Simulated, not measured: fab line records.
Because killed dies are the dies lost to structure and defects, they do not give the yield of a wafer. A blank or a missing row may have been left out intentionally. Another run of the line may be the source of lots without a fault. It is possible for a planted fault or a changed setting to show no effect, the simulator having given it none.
fab line records	flow nand_harc
[record] lots = 6	wafers = 18	last_day = 25
route steps=1159 shown A_SGD_CUT@751 A_SLIT@779 END@1159
lots untouched by any fault: they come from a run of this same line in which no faults occurred
start_h: hours from the record's opening day to when the first of the lot's shown wafers began	wait_h: hours elapsed since this lot's preceding step	" repeats the value in the row above	L1.1+2: a row that stands for several wafers	- no value, or no start was given	* or withheld: withheld	< > ~ a bound
route shown NAME@n: NAME is a module with steps in the file, n the number in the route of the first one	usual: mean/standard deviation taken from wafers without a fault	same: alike in all rows	chamber/n: place in a boat	sites: per-site readings	_std_site: their standard deviation	_edge_site: the outer-site mean with the inner-site mean subtracted	radius_mm: for every site, how far away it sits from the centre of the wafer	mask NAME#n: copy n	behind: tool/chamber where the wafer was last shaped	hold: why the lot went on hold/how many hours it stayed there/how the hold came to an end	device: names the non-switching transistor (n, p or np)	end of line: tests run on the same wafers once the route is complete	a step with no rows: only its recipe	killed: not the wafer's yield, but the dies lost to structure and defects at the first sort	map: per-die view of a wafer (x killed, . not killed, _ where there is no die)
set.NAME: the setting that was run; set.NAME@STEP: the one run at that earlier step	model.NAME: the simulator's own value behind a step, which no gauge read
lots at selected steps of the route; one table per step, one row per wafer
services: a tool's chamber out of use, with start hour (start_h, from the record's first day; less than 0 if before it), hours out, and reason
[[steps]]
[step NHARC_A_SGD_CUT_COAT_57]
[recipe] temp_c = 225	time_s = 65
[step NHARC_A_SGD_CUT_COAT_03]
[recipe] spin_rpm = 1500	resist_thk_nm = 90
[step NHARC_A_SGD_CUT_SOFTBAKE_04]
[recipe] temp_c = 105	time_s = 55
[step NHARC_A_SGD_CUT_EBR_05]
[step NHARC_A_SGD_CUT_EXPOSE_06]
[recipe] na = 1.35	dose_mj = 85.59	mask_id = SGD
[step NHARC_A_SGD_CUT_PEB_07]
[recipe] peb_temp_c = 100	peb_time_s = 65
[step NHARC_A_SGD_CUT_DEVELOP_08]
[recipe] develop_time_s = 35	dev_temp_c = 23
[step NHARC_A_SGD_CUT_CD_MEAS_09]
[recipe] target_cd_nm = 100	landing_energy_ev = 500
[usual] cd_nm = 100.0/0.79
lot.wafer	tool	chamber	start_h	wait_h	cd_nm
L914.2	cd_sem-01	0	322.65	-	99.9
L914.4	"	0	"	"	99.8
L914.5	"	0	"	"	99.5
L925.1	cd_sem-01	0	407.32	-	100.4
L925.5	"	0	"	"	101.4
L925.6	"	0	"	"	100.8
L929.2	cd_sem-02	0	407.84	-	100.6
L929.4	"	0	"	"	99.4
L929.6	"	0	"	"	99.8
L927.1	cd_sem-01	0	409.07	-	100.0
L927.3	"	0	"	"	99.2
L927.5	"	0	"	"	99.6
L928.3	cd_sem-02	0	423.70	-	100.2
L928.5	"	0	"	"	100.8
L928.6	"	0	"	"	100.8
L933.2	cd_sem-03	0	452.17	-	99.3
L933.3	"	0	"	"	100.1
L933.5	"	0	"	"	100.1
[step NHARC_A_SGD_CUT_OVL_MEAS_10]
[usual] overlay_x_nm = 0.1/0.66	overlay_y_nm = -0.3/0.93
lot.wafer	tool	chamber	start_h	wait_h	overlay_x_nm	overlay_y_nm
L914.2	overlay-02	-	322.74	-	1.0	0.1
L914.4	"	-	"	"	1.0	-0.1
L914.5	"	-	"	"	0.9	0.1
L925.1	overlay-02	-	407.42	-	0.2	-1.2
L925.5	"	-	"	"	0.0	-0.8
L925.6	"	-	"	"	0.5	-1.6
L929.2	overlay-01	-	407.93	-	0.8	-2.8
L929.4	"	-	"	"	1.2	-2.4
L929.6	"	-	"	"	0.8	-2.6
L927.1	overlay-01	-	409.15	-	-0.1	-1.5
L927.3	"	-	"	"	0.2	-1.2
L927.5	"	-	"	"	-0.2	-1.3
L928.3	overlay-02	-	423.78	-	-1.0	-0.7
L928.5	"	-	"	"	-0.4	-0.5
L928.6	"	-	"	"	-1.2	-0.6
L933.2	overlay-01	-	452.26	-	-1.0	-1.2
L933.3	"	-	"	"	-1.0	-1.2
L933.5	"	-	"	"	-1.6	-1.3
[step NHARC_A_SGD_CUT_INSPECT_11]
[usual] raw_defect_count = 15/8.2
lot.wafer	tool	chamber	start_h	wait_h	raw_defect_count
L914.2	defect_inspect-01	-	322.77	0.0	8
L914.4	"	-	"	"	8
L914.5	"	-	"	"	5
L925.1	defect_inspect-01	-	407.46	0.0	16
L925.5	"	-	"	"	10
L925.6	"	-	"	"	10
L929.2	defect_inspect-01	-	407.96	0.0	24
L929.4	"	-	"	"	30
L929.6	"	-	"	"	29
L927.1	defect_inspect-01	-	409.19	0.0	13
L927.3	"	-	"	"	11
L927.5	"	-	"	"	17
L928.3	defect_inspect-02	-	423.83	0.1	13
L928.5	"	-	"	"	11
L928.6	"	-	"	"	12
L933.2	defect_inspect-01	-	452.30	0.0	13
L933.3	"	-	"	"	13
L933.5	"	-	"	"	17
[step NHARC_A_SGD_CUT_DESCUM_14]
[recipe] time_s = 3	o2_flow_sccm = 200	ar_flow_sccm = 0	bias_power_w = 0	chemistry = O2
[step NHARC_A_SGD_CUT_ETCH_58]
[recipe] target_depth_a = 390	over_etch_frac = 0.3	time_s = 65	ion_energy_ev = 80	cf4_flow_sccm = 150	ar_flow_sccm = 0	rf_w = 300	bias_w = 100	chemistry = CF4
[step NHARC_A_SGD_CUT_ETCH_59]
[recipe] target_depth_a = 2600	over_etch_frac = 0.25	time_s = 406.25	ion_energy_ev = 200	n2_flow_sccm = 150	h2_flow_sccm = 150	ar_flow_sccm = 0	rf_w = 400	bias_w = 150	chemistry = N2/H2
[usual] chamber_pressure_mTorr = 29.997/0.029	drypump_motor_current_A = 5.7/0.39	oes_product_au = 0.996/0.013	rf_vpp_V = 430.2/2.4	showerhead_plenum_p_Torr = 2.03/0.083	throttle_valve_pct = 14.171/0.0089
lot.wafer	tool	chamber	start_h	wait_h	chamber_pressure_mTorr	drypump_motor_current_A	oes_product_au	rf_hours_counter_h	rf_vpp_V	showerhead_plenum_p_Torr	throttle_valve_pct
L914.2	rie_diel-12	3	323.12	-	29.956	5.1	0.992	8	425.9	1.89	14.178
L914.4	"	0	"	"	29.969	5.9	1.008	-	430.1	2.05	14.169
L914.5	"	2	"	"	30.005	5.5	0.994	-	430.1	1.98	14.175
L925.1	rie_diel-02	3	407.76	-	30.025	5.8	1.007	6	430.4	2.05	14.181
L925.6	"	1	"	"	29.932	6.5	0.983	-	427.5	1.98	14.166
L925.5	"	2	"	"	30.008	5.9	0.997	-	434.3	2.18	14.173
L929.2	rie_diel-10	0	408.20	-	30.017	5.7	1.018	4	426.8	1.92	14.195
L929.4	"	3	"	"	30.022	5.4	0.999	5	431.2	2.07	14.166
L929.6	"	1	"	"	29.967	5.7	0.993	-	431.0	2.05	14.168
L927.3	rie_diel-02	2	409.46	-	30.010	5.9	0.991	6	434.2	2.17	14.160
L927.1	"	0	"	"	30.031	5.9	1.002	7	433.3	2.15	14.184
L927.5	"	2	"	"	30.019	5.9	0.988	-	432.5	2.18	14.172
L928.3	rie_diel-02	1	424.13	-	29.969	6.5	0.975	8	429.2	1.98	14.174
L928.5	"	3	"	"	30.053	5.8	1.007	-	429.7	2.05	14.171
L928.6	"	0	"	"	29.965	5.9	1.004	-	435.2	2.15	14.166
L933.3	rie_diel-12	0	452.53	-	29.970	5.9	1.008	5	431.9	2.05	14.171
L933.2	"	3	"	"	29.985	5.1	0.978	6	426.2	1.89	14.164
L933.5	"	1	"	"	30.020	5.6	1.006	-	429.9	2.04	14.172
[step NHARC_A_SGD_CUT_ETCH_15]
[recipe] target_depth_a = 750	time_s = 64.3	ch3f_flow_sccm = 50	o2_flow_sccm = 30	ar_flow_sccm = 200	rf_w = 500	bias_w = 100	chemistry = CH3F/O2
[step NHARC_A_SGD_CUT_ETCH_16]
[recipe] target_depth_a = 3105	time_s = 155.2	c4f8_flow_sccm = withheld	o2_flow_sccm = 8	ar_flow_sccm = withheld	rf_w = 600	bias_w = 800	chemistry = C4F8/O2/Ar
[usual] chamber_pressure_mTorr = 24.999/0.023	oes_product_au = 0.974/0.016	rf_vpp_V = 723/3.8
lot.wafer	tool	chamber	start_h	wait_h	chamber_pressure_mTorr	oes_product_au	rf_hours_counter_h	rf_vpp_V
L914.2	rie_diel-12	3	-	-	24.979	0.966	8	716
L914.4	"	3	"	"	25.019	0.959	-	717
L914.5	"	2	"	"	25.011	0.955	-	721
L925.1	rie_diel-02	1	-	-	25.011	0.953	6	720
L925.5	"	3	"	"	25.043	0.998	-	724
L925.6	"	0	"	"	25.007	0.980	-	728
L929.2	rie_diel-10	0	-	-	25.021	0.987	4	717
L929.4	"	1	"	"	25.004	0.991	6	724
L929.6	"	0	"	"	25.003	0.984	-	716
L927.1	rie_diel-02	0	-	-	24.947	0.998	7	728
L927.3	"	1	"	"	24.986	0.970	7	720
L927.5	"	3	"	"	25.035	0.995	-	724
L928.3	rie_diel-02	3	-	-	25.034	0.982	9	724
L928.6	"	2	"	"	24.991	0.972	-	730
L928.5	"	3	"	"	25.022	0.981	-	724
L933.3	rie_diel-12	3	-	-	24.993	0.958	6	716
L933.2	"	2	"	"	24.996	0.962	5	721
L933.5	"	0	"	"	24.978	0.992	-	724
[step NHARC_A_SGD_CUT_STRIP_60]
[recipe] c4f8_flow_sccm = withheld	o2_flow_sccm = 8	ar_flow_sccm = withheld	bias_w = 0	chemistry = C4F8/O2/Ar
[step NHARC_A_SGD_CUT_STRIP_17]
[recipe] o2_flow_sccm = 500	ar_flow_sccm = 0	bias_w = 0	chemistry = O2
[usual] chamber_pressure_mTorr = 60.00/0.056	drypump_motor_current_A = 5.7/0.36	oes_product_au = 0.997/0.014	rf_vpp_V = 57.8/0.99	showerhead_plenum_p_Torr = 3.51/0.13	throttle_valve_pct = 17.037/0.0093
lot.wafer	tool	chamber	start_h	wait_h	chamber_pressure_mTorr	drypump_motor_current_A	oes_product_au	rf_hours_counter_h	rf_vpp_V	showerhead_plenum_p_Torr	throttle_valve_pct
L914.2	rie_diel-12	0	-	-	60.07	5.9	1.017	8	55.3	3.55	17.057
L914.5	"	2	"	"	60.05	5.5	1.004	-	56.2	3.44	17.039
L914.4	"	3	"	"	60.04	5.2	1.001	-	56.9	3.30	17.062
L925.1	rie_diel-02	1	-	-	60.00	6.5	0.984	6	56.9	3.43	17.043
L925.6	"	1	"	"	60.01	6.5	0.986	-	59.6	3.43	17.023
L925.5	"	2	"	"	60.08	5.9	0.997	-	56.2	3.74	17.035
L929.2	rie_diel-10	3	-	-	59.99	5.4	0.994	5	58.8	3.57	17.042
L929.4	"	2	"	"	60.07	5.0	0.996	5	57.6	3.45	17.030
L929.6	"	0	"	"	59.97	5.7	1.032	-	57.9	3.33	17.049
L927.3	rie_diel-02	3	-	-	59.98	5.8	1.021	7	57.3	3.54	17.046
L927.1	"	1	"	"	60.04	6.5	0.982	7	58.0	3.43	17.044
L927.5	"	3	"	"	59.89	5.8	1.003	-	57.6	3.54	17.026
L928.3	rie_diel-02	3	-	-	60.05	5.8	1.017	9	56.7	3.54	17.046
L928.5	"	3	"	"	59.94	5.8	1.005	-	57.3	3.54	17.032
L928.6	"	0	"	"	60.00	5.9	1.009	-	57.7	3.71	17.037
L933.3	rie_diel-12	0	-	-	60.09	5.9	0.992	5	59.4	3.54	17.015
L933.2	"	2	"	"	59.94	5.5	0.969	5	57.1	3.43	17.030
L933.5	"	3	"	"	60.03	5.2	0.981	-	55.6	3.29	17.057
[step NHARC_A_SGD_CUT_PRECLEAN_18]
[recipe] time_s = *	temp_c = 50	bath_age_min = 0	chemistry = SC1
[step NHARC_A_SGD_CUT_SRD_19]
[step NHARC_A_SGD_CUT_DEP_20]
[recipe] target_thk_a = 1500	temp_c = 65	material = SiO2
[step NHARC_A_SGD_CUT_ANNEAL_27]
[recipe] temp_c = 450	time_s = 1800
[step NHARC_A_SGD_CUT_CMP_21]
[recipe] target_thk_nm = 148.19
[usual] motor_current_A = 11.9/0.83	time_to_endpoint_s = 49/3.5
lot.wafer	tool	chamber	start_h	wait_h	motor_current_A	time_to_endpoint_s
L914.2	cmp-01	3	328.52	0.4	10.7	49
L914.4	"	1	"	"	13.1	49
L914.5	"	0	"	"	11.7	49
L925.1	cmp-04	2	418.56	0.4	10.8	56
L925.5	"	1	"	"	12.2	46
L925.6	"	2	"	"	11.1	52
L929.4	cmp-01	2	418.58	0.4	12.0	43
L929.2	"	3	"	"	11.4	51
L929.6	"	1	"	"	12.4	48
L927.1	cmp-04	3	418.68	0.5	13.2	52
L927.3	"	1	"	"	11.6	42
L927.5	"	0	"	"	12.6	52
L928.3	cmp-04	0	431.26	0.5	13.1	56
L928.5	"	1	"	"	11.5	47
L928.6	"	2	"	"	11.6	51
L933.3	cmp-03	3	457.90	0.4	12.5	47
L933.2	"	0	"	"	11.1	50
L933.5	"	3	"	"	12.4	45
[step NHARC_A_SGD_CUT_THK_MEAS_22]
[recipe] thk_meas_gauge = ellipsometry
[usual] thk_nm = 147.9/1.7
lot.wafer	tool	chamber	start_h	wait_h	thk_nm
L914.2	film_metro-01	-	328.79	0.2	145.5
L914.4	"	-	"	"	148.2
L914.5	"	-	"	"	151.6
L929.2	film_metro-01	-	418.78	0.2	147.9
L929.4	"	-	"	"	148.6
L929.6	"	-	"	"	147.8
L925.1	film_metro-01	-	418.79	0.2	150.0
L925.5	"	-	"	"	148.1
L925.6	"	-	"	"	149.4
L927.1	film_metro-01	-	418.94	0.2	147.2
L927.3	"	-	"	"	145.1
L927.5	"	-	"	"	149.0
L928.3	film_metro-01	-	431.44	0.2	150.3
L928.5	"	-	"	"	146.8
L928.6	"	-	"	"	147.5
L933.2	film_metro-01	-	458.13	0.2	149.1
L933.3	"	-	"	"	145.5
L933.5	"	-	"	"	146.0
[step NHARC_A_SGD_CUT_SRD_23]
[step NHARC_A_SGD_CUT_ETCH_26]
[recipe] target_depth_a = 458	chemistry = dHF	material = SiO2
[step NHARC_A_SGD_CUT_ETCHBACK_24]
[recipe] target_depth_a = 500	over_etch_frac = 0.3	time_s = 92.857	ion_energy_ev = 120	ch3f_flow_sccm = 50	o2_flow_sccm = 30	ar_flow_sccm = 200	rf_w = 500	bias_w = 100	chemistry = CH3F/O2
[step NHARC_A_SGD_CUT_STRIP_28]
[recipe] time_s = 20	o2_flow_sccm = 500	ar_flow_sccm = 0	bias_w = 0	chemistry = O2
[step NHARC_A_SLIT_DEP_25]
[recipe] target_thk_a = 2000	temp_c = 400	pressure_torr = 6.5	rf_w = 900	teos_flow_sccm = 161.4	flow_sccm = 2650	target_thk_nm = 200	gas = O2	material = SiO2
[step NHARC_A_SLIT_DEP_00]
[recipe] target_thk_a = 32000	temp_c = 400	material = aC
[usual] throttle_valve_pct = 35.001/0.01
lot.wafer	tool	chamber	start_h	wait_h	throttle_valve_pct
L914.2	acl_dep-03	0	330.12	-	34.995
L914.4	"	0	"	"	34.998
L914.5	"	0	"	"	34.992
L925.1	acl_dep-02	0	420.65	-	35.002
L925.5	"	0	421.97	-	34.996
L925.6	"	0	"	"	34.989
L929.2	acl_dep-01	0	420.95	1.5	34.991
L929.4	"	0	"	"	34.994
L929.6	"	0	"	"	34.982
L927.1	acl_dep-02	0	422.63	-	35.005
L927.3	"	0	"	"	34.993
L927.5	"	0	"	"	34.993
L928.3	acl_dep-02	0	433.08	-	35.000
L928.5	"	0	"	"	34.998
L928.6	"	0	"	"	35.018
L933.2	acl_dep-01	0	459.52	-	34.988
L933.3	"	0	"	"	35.006
L933.5	"	0	"	"	35.016
[step NHARC_A_SLIT_DEP_23]
[recipe] target_thk_a = 1000	target_thk_nm = 100	temp_c = 400	pressure_torr = 3.5	flow_sccm = 200	rf_w = 350	material = SiON
[usual] heater_power_w = 773/83
lot.wafer	tool	chamber	start_h	wait_h	heater_power_w
L914.2	pecvd-01	0	331.77	1.3	677
L914.4	"	0	"	"	691
L914.5	"	1	"	"	871
L929.2	pecvd-03	1	422.79	1.5	759
L929.4	"	0	"	"	761
L929.6	"	0	"	"	748
L925.1	pecvd-03	1	423.05	2.1	809
L925.5	"	0	"	"	662
L925.6	"	1	"	"	813
L927.1	pecvd-03	0	424.66	1.7	758
L927.3	"	0	"	"	611
L927.5	"	1	"	"	813
L928.3	pecvd-01	2	434.46	1.1	633
L928.5	"	2	"	"	637
L928.6	"	1	"	"	801
L933.3	pecvd-01	1	461.47	1.3	916
L933.2	"	2	"	"	723
L933.5	"	0	"	"	786
[step NHARC_A_SLIT_DEHYDRATE_01]
[recipe] temp_c = 150	time_s = 120
[step NHARC_A_SLIT_HMDS_02]
[recipe] time_s = 30
[step NHARC_A_SLIT_COAT_03]
[recipe] spin_rpm = 1500	resist_thk_nm = 90
[step NHARC_A_SLIT_SOFTBAKE_04]
[recipe] temp_c = 105	time_s = 55
[step NHARC_A_SLIT_EBR_05]
[step NHARC_A_SLIT_EXPOSE_06]
[recipe] na = 1.35	dose_mj = 60.82	mask_id = SLIT
[step NHARC_A_SLIT_PEB_07]
[recipe] peb_temp_c = 100	peb_time_s = 65
[step NHARC_A_SLIT_DEVELOP_08]
[recipe] develop_time_s = 35	dev_temp_c = 23
[step NHARC_A_SLIT_CD_MEAS_09]
[recipe] target_cd_nm = 300	landing_energy_ev = 500
[usual] cd_nm = 299.9/0.61
lot.wafer	tool	chamber	start_h	wait_h	cd_nm
L914.2	cd_sem-01	0	332.54	-	299.3
L914.4	"	0	"	"	299.8
L914.5	"	0	"	"	299.8
L929.2	cd_sem-01	0	423.51	-	300.7
L929.4	"	0	"	"	300.9
L929.6	"	0	"	"	301.3
L925.1	cd_sem-01	0	423.77	-	300.0
L925.5	"	0	"	"	298.5
L925.6	"	0	"	"	299.8
L927.1	cd_sem-02	0	425.39	-	299.7
L927.3	"	0	"	"	300.5
L927.5	"	0	"	"	299.6
L928.3	cd_sem-02	0	435.18	-	300.6
L928.5	"	0	"	"	300.2
L928.6	"	0	"	"	300.5
L933.2	cd_sem-03	0	462.15	-	300.0
L933.3	"	0	"	"	300.1
L933.5	"	0	"	"	299.9
[step NHARC_A_SLIT_OVL_MEAS_10]
[usual] overlay_x_nm = -0.1/0.78	overlay_y_nm = 0.0/0.79
lot.wafer	tool	chamber	start_h	wait_h	overlay_x_nm	overlay_y_nm
L914.2	overlay-01	-	332.63	-	-0.9	-0.7
L914.4	"	-	"	"	0.1	-1.0
L914.5	"	-	"	"	-1.0	-0.9
L929.2	overlay-01	-	423.60	-	0.0	0.4
L929.4	"	-	"	"	0.5	1.4
L929.6	"	-	"	"	-0.2	0.4
L925.1	overlay-01	-	423.86	-	-1.1	0.2
L925.5	"	-	"	"	-1.6	0.6
L925.6	"	-	"	"	-1.4	0.2
L927.1	overlay-02	-	425.47	-	-1.1	-0.3
L927.3	"	-	"	"	-2.1	0.0
L927.5	"	-	"	"	-1.8	-0.4
L928.3	overlay-01	-	435.27	-	-1.1	0.8
L928.5	"	-	"	"	-1.0	0.3
L928.6	"	-	"	"	-0.7	0.3
L933.2	overlay-02	-	462.24	-	0.5	-0.5
L933.3	"	-	"	"	0.9	-0.1
L933.5	"	-	"	"	0.8	-0.1
[step NHARC_END_SORT_01]
[recipe] temp_c = 25
[usual] killed_at_array = 24/8.7	killed_at_other = 0.8/1.2	killed_at_periphery = 3.6/2.3	killed_dies = 28/8.9	killed_open = 3.2/1.9	killed_short = 2.0/1.6
[same] gross_dies = 677
lot.wafer	tool	chamber	start_h	wait_h	killed_at_array	killed_at_other	killed_at_periphery	killed_dies	killed_open	killed_short
L914.2	prober-01	0	473.17	2.8	17	0	1	18	3	1
L914.4	prober-01	0	474.76	3.4	23	1	6	30	4	7
L914.5	prober-01	0	475.55	3.7	20	0	1	21	2	2
L925.1	prober-01	0	546.16	2.5	21	0	5	26	2	3
L925.5	prober-01	0	549.36	3.7	13	0	6	19	2	4
L925.6	prober-01	0	550.17	4.0	18	0	4	22	4	0
L929.2	prober-02	0	546.94	2.8	36	0	2	38	3	3
L929.4	prober-02	0	548.56	3.4	47	0	2	49	4	3
L929.6	prober-02	0	550.17	4.0	35	0	3	38	1	1
L927.1	prober-01	0	561.72	2.6	122	0	3	125	3	2
L927.3	prober-01	0	563.33	3.1	22	0	3	25	3	1
L927.5	prober-01	0	564.95	3.7	29	1	0	30	2	2
L928.3	prober-02	0	563.46	3.1	34	0	4	38	2	3
L928.5	prober-02	0	565.03	3.7	43	0	7	50	6	0
L928.6	prober-02	0	565.81	3.9	127	0	3	130	1	1
L933.2	prober-02	0	586.03	2.8	15	2	3	20	4	1
L933.3	prober-02	0	586.84	3.1	20	3	2	25	5	2
L933.5	prober-02	0	588.44	3.7	22	0	5	27	4	2
// killed by level:class
L914.2 A_STAIRCASE:chamber_film_flake=4 A_SLIT:chamber_film_flake=4 A_CONTACT:chamber_film_flake=4 A_CONTACT:geometric_particle:open=2 A_CHANNEL_FILL_D1:geometric_particle:open=1 A_WL_FILL:geometric_particle:short=1 P_STI:chamber_film_flake=1 A_CHANNEL_HOLE_D1:chamber_film_flake=1
L914.4 A_SLIT:chamber_film_flake=7 A_STAIRCASE:chamber_film_flake=4 A_WL_FILL:geometric_particle:short=2 A_CONTACT:geometric_particle:open=2 A_M0:geometric_particle:short=2 P_ZERO_WELL:chamber_film_flake=2 P_STI:chamber_film_flake=2 P_M0:geometric_particle:short=1
L914.5 A_SLIT:chamber_film_flake=12 A_CONTACT:chamber_film_flake=2 P_M1:geometric_particle:short=1 A_ONON_D1:geometric_particle:open=1 A_CHANNEL_HOLE_D1:geometric_particle:short=1 A_CONTACT:geometric_particle:open=1 A_CHANNEL_HOLE_D1:chamber_film_flake=1 A_WL_FILL:chamber_film_flake=1
L925.1 A_STAIRCASE:chamber_film_flake=7 A_CHANNEL_HOLE_D1:chamber_film_flake=5 A_CONTACT:chamber_film_flake=3 A_BLC:geometric_particle:open=2 P_ZERO_WELL:chamber_film_flake=2 P_M1:chamber_film_flake=2 P_CONTACT:geometric_particle:short=1 A_ONON_D1:geometric_particle:short=1
L929.2 A_SLIT:chamber_film_flake=16 A_CHANNEL_HOLE_D1:chamber_film_flake=13 A_CONTACT:geometric_particle:open=2 P_M1:geometric_particle:short=1 A_SOURCE_PLATE:geometric_particle:short=1 A_ONON_D1:geometric_particle:short=1 A_M0:geometric_particle:open=1 P_GATE:chamber_film_flake=1
L929.4 A_CHANNEL_HOLE_D1:chamber_film_flake=20 A_SLIT:chamber_film_flake=17 A_CONTACT:geometric_particle:open=3 P_STI:chamber_film_flake=2 A_ONON_D1:geometric_particle:short=1 A_SGD_CUT:geometric_particle:short=1 A_WL_FILL:geometric_particle:short=1 A_M0:geometric_particle:open=1
L925.5 A_CHANNEL_HOLE_D1:chamber_film_flake=4 P_CONTACT:geometric_particle:short=2 A_CONTACT:geometric_particle:open=2 P_M1:chamber_film_flake=2 A_STAIRCASE:chamber_film_flake=2 A_CONTACT:chamber_film_flake=2 A_CHANNEL_FILL_D1:geometric_particle:short=1 A_SGD_CUT:geometric_particle:short=1
L925.6 A_CONTACT:chamber_film_flake=6 A_CHANNEL_HOLE_D1:chamber_film_flake=3 A_STAIRCASE:chamber_film_flake=2 A_SLIT:chamber_film_flake=2 A_M0:chamber_film_flake=2 P_GATE:geometric_particle:open=1 P_M0:geometric_particle:open=1 A_CHANNEL_HOLE_D1:geometric_particle:open=1
L929.6 A_CHANNEL_HOLE_D1:chamber_film_flake=17 A_SLIT:chamber_film_flake=13 P_M0:chamber_film_flake=2 P_CONTACT:geometric_particle:short=1 A_CONTACT:geometric_particle:open=1 A_CHANNEL_FILL_D1:chamber_film_flake=1 A_STAIRCASE:chamber_film_flake=1 A_WL_FILL:chamber_film_flake=1
L927.1 A_SGD_CUT:unspecified=94 A_SLIT:chamber_film_flake=14 A_CHANNEL_HOLE_D1:chamber_film_flake=11 P_M1:geometric_particle:open=2 A_SGD_CUT:geometric_particle:open=1 A_WL_FILL:geometric_particle:short=1 A_CONTACT:geometric_particle:short=1 P_GATE:chamber_film_flake=1
L927.3 A_SLIT:chamber_film_flake=15 A_CHANNEL_HOLE_D1:chamber_film_flake=2 P_M1:geometric_particle:open=1 A_ONON_D1:geometric_particle:open=1 A_M0:geometric_particle:open=1 A_M0:geometric_particle:short=1 P_ZERO_WELL:chamber_film_flake=1 P_STI:chamber_film_flake=1
L928.3 A_SLIT:chamber_film_flake=17 A_CHANNEL_HOLE_D1:chamber_film_flake=3 A_CONTACT:chamber_film_flake=3 A_BLC:chamber_film_flake=3 A_WL_FILL:geometric_particle:short=2 A_ZERO_WELL:chamber_film_flake=2 A_BONDPAD:chamber_film_flake=2 P_GATE:geometric_particle:open=1
L927.5 A_SLIT:chamber_film_flake=16 A_CHANNEL_HOLE_D1:chamber_film_flake=9 A_ONON_D1:geometric_particle:short=1 A_SLIT:geometric_particle:short=1 A_WL_FILL:geometric_particle:open=1 STARTING-WAFER:geometric_particle:open=1 A_STAIRCASE:chamber_film_flake=1
L928.5 A_SLIT:chamber_film_flake=15 A_CONTACT:chamber_film_flake=6 A_BLC:chamber_film_flake=6 A_BONDPAD:chamber_film_flake=4 A_CONTACT:geometric_particle:open=3 P_ZERO_WELL:chamber_film_flake=3 A_CHANNEL_HOLE_D1:chamber_film_flake=3 P_GATE:chamber_film_flake=2
L928.6 A_SGD_CUT:unspecified=94 A_SLIT:chamber_film_flake=13 A_CHANNEL_HOLE_D1:chamber_film_flake=8 A_BLC:chamber_film_flake=4 A_BONDPAD:chamber_film_flake=3 A_CONTACT:chamber_film_flake=2 A_CHANNEL_FILL_D1:geometric_particle:open=1 A_CONTACT:geometric_particle:short=1
L933.2 A_CHANNEL_HOLE_D1:chamber_film_flake=7 A_BLC:geometric_particle:open=2 A_WL_FILL:chamber_film_flake=2 A_CONTACT:chamber_film_flake=2 THIN_TSV:chamber_film_flake=2 P_GATE:geometric_particle:open=1 P_M0:geometric_particle:open=1 A_BLC:geometric_particle:short=1
L933.3 A_CHANNEL_HOLE_D1:chamber_film_flake=5 A_CONTACT:chamber_film_flake=4 A_ZERO_WELL:chamber_film_flake=3 THIN_TSV:chamber_film_flake=3 P_GATE:geometric_particle:open=1 P_CONTACT:geometric_particle:open=1 A_CHANNEL_FILL_D1:geometric_particle:open=1 A_CONTACT:geometric_particle:open=1
L933.5 A_CHANNEL_HOLE_D1:chamber_film_flake=10 A_CONTACT:chamber_film_flake=4 A_STAIRCASE:chamber_film_flake=3 A_CONTACT:geometric_particle:open=2 P_GATE:geometric_particle:short=1 P_CONTACT:geometric_particle:short=1 P_M1:geometric_particle:open=1 A_WL_FILL:geometric_particle:open=1
// map L927.1 (x killed, . not)
____________.____________
_________.x....._________
_______..........._______
______..x.........x______
_____....x.........._____
____....x.xx.........____
____x..xxxxx.........____
___.x.xxxxxxx.........___
___..xxxxxxxx.......x.___
__..x.xxxxxxxx.........__
__...xxxxxxxx..........__
_...xxxxxxxxxx.xx......._
_...xxxxxxxxx..........._
_...xxxxxxxxx..........._
_.....xxxxxxxx.x........_
_...x.xxxxxxx..........._
.......xxxx.x..xx........
.......xxx...............
.....x........x..........
.........x.........x.....
...x.....................
_......................._
_......................._
_......................._
_......................._
_......................._
__......x..............__
__.....................__
___...xx..............___
___...xx..............___
____........x........____
____.xx.x............____
_____xxxx..........._____
______xx...........______
_______x.........._______
_________......._________
____________.____________
// map L928.6 (x killed, . not)
____________.____________
_________......._________
_______..x........_______
______........x....______
_____...x..........._____
____.xxx.x....xx.....____
____x.xxxxxx.........____
___...xxxxxx....x.....___
___x..xxxxxxx.........___
__....xxxxxxxx.........__
__..xxxxxxxxxx.........__
_..x.xxxxxxxx..x........_
_....xxxxxxx.x.x........_
_....xxxxxxxx.x........._
_...xxxxxxxxxxxx........_
_.....xxxxxxx..........._
.......xxxxx....x........
........xx.x.............
.......xx.........x......
.........................
...x.....................
_............x.........._
_......................._
_......................._
_......................._
_.............x........._
__................x....__
__.......x.............__
___...................___
___xx.................___
____.xx..x...........____
____...xxx...x.......____
_____xx.x..........._____
______.xx..........______
_______xx........._______
_________x......_________
____________.____________
[[services]]
tool	chamber	start_h	hours	kind
cmp-04	-	301.07	4.0	pm
pecvd-01	0	309.91	8.5	repair
rie_diel-10	-	311.99	18.9	repair
rie_diel-12	1	313.79	10.2	repair
cmp-01	-	315.49	4.2	repair
rie_diel-02	-	327.20	0.3	repair
rie_diel-02	-	328.00	9.0	pm
rie_diel-10	2	336.56	20.2	repair
rie_diel-10	0	347.06	13.5	repair
acl_dep-02	-	350.51	13.0	pm
cmp-03	-	352.00	4.0	pm
rie_diel-10	-	353.52	9.0	pm
cmp-04	-	360.95	0.3	repair
rie_diel-10	0	371.03	9.7	repair
rie_diel-12	-	379.41	9.0	pm
cmp-01	-	382.28	4.0	pm
cmp-04	-	399.07	4.0	pm
acl_dep-03	-	406.19	13.0	pm
cmp-03	-	413.52	0.5	repair
pecvd-01	0	415.73	4.8	repair
pecvd-03	2	415.73	9.6	repair
pecvd-01	-	418.39	13.0	pm
cmp-03	-	450.00	4.0	pm
pecvd-01	2	453.02	6.8	repair
[[key]]
[first_sign] step = NHARC_END_SORT_01	reading = killed_at_array	direction = up	sigmas = 11	usual = 24	struck = 124
[effect] step = NHARC_END_SORT_01	reading = killed_dies	direction = up	sigmas = 11	usual = 28	struck = 128
[more_kills_born_at] NHARC_A_SGD_CUT_ETCH_59@rie_diel-02 = 186
met_at NHARC_A_SGD_CUT_ETCH_59
struck_wafers L927.1,L928.6
tester_left_out L927,L928
[fault] kind = chamber_particle_source	tool = rie_diel-02	chamber = 0	onset_h = 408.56	steps = NHARC_A_SGD_CUT_ETCH_59	rate_per_visit_cm2 = 1.0029	end_h = 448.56
// tester_left_out: of these lots the tester's yield and bins aren't shown, on N5 and GAA mostly nor the transistor test; their killed dies are dies lost to structure and defects alone, not to doping, threshold or leakage, so they don't give the yield
